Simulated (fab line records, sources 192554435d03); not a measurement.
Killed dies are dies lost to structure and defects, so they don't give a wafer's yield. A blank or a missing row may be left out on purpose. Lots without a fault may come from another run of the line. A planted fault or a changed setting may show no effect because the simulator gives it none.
Chamber matching | flow n5_finfet | N5_BEOL_M6_CMP_52 on cmp-01: 4 sister chambers
The step polishes, stops on SiCOH lowk, t overpolish 6.9 s, target thk 80 nm. 4 wafers are shown with their chamber, then 8 later ones without.

WAFERS WITH THEIR CHAMBER
wafer  | chamber | motor_current_A (A)
L086.3 | 3       | 5.1
L090.3 | 0       | 6.2
L090.6 | 2       | 4.8
L093.1 | 1       | 6.6

WAFERS WITHOUT THEIR CHAMBER
wafer  | motor_current_A (A)
L093.3 | 4.7
L093.4 | 6.4
L092.1 | 5.2
L092.2 | 4.9
L092.3 | 6.1
L091.1 | 4.8
L091.2 | 6.2
L091.4 | 5.0

WHICH CHAMBER EACH WENT THROUGH
wafer  | from the rows above     | in truth
L093.3 | 2                       | 2
L093.4 | can't be placed: 1 or 0 | 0
L092.1 | 3                       | 3
L092.2 | can't be placed: 2 or 3 | 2
L092.3 | 0                       | 0
L091.1 | 2                       | 2
L091.2 | 0                       | 0
L091.4 | can't be placed: 3 or 2 | 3
Placed correctly: 5 of 8. Can't be placed from these rows: 3 (the true chamber is among the candidates in 3). Placed wrongly: 0.
How it was worked out, from the rows above alone: a wafer's distance from a chamber is the root of the sum, over the readings, of the square of ((its reading less the chamber's mean) divided by the reading's scatter). The wafer belongs to the nearest chamber; if the next one is less than 2 further off, it can't be placed. A chamber's mean is the mean of its shown wafers. The scatter: with one shown wafer a chamber, the root of the mean of the squares of how far each hidden wafer lies from its nearest shown one.
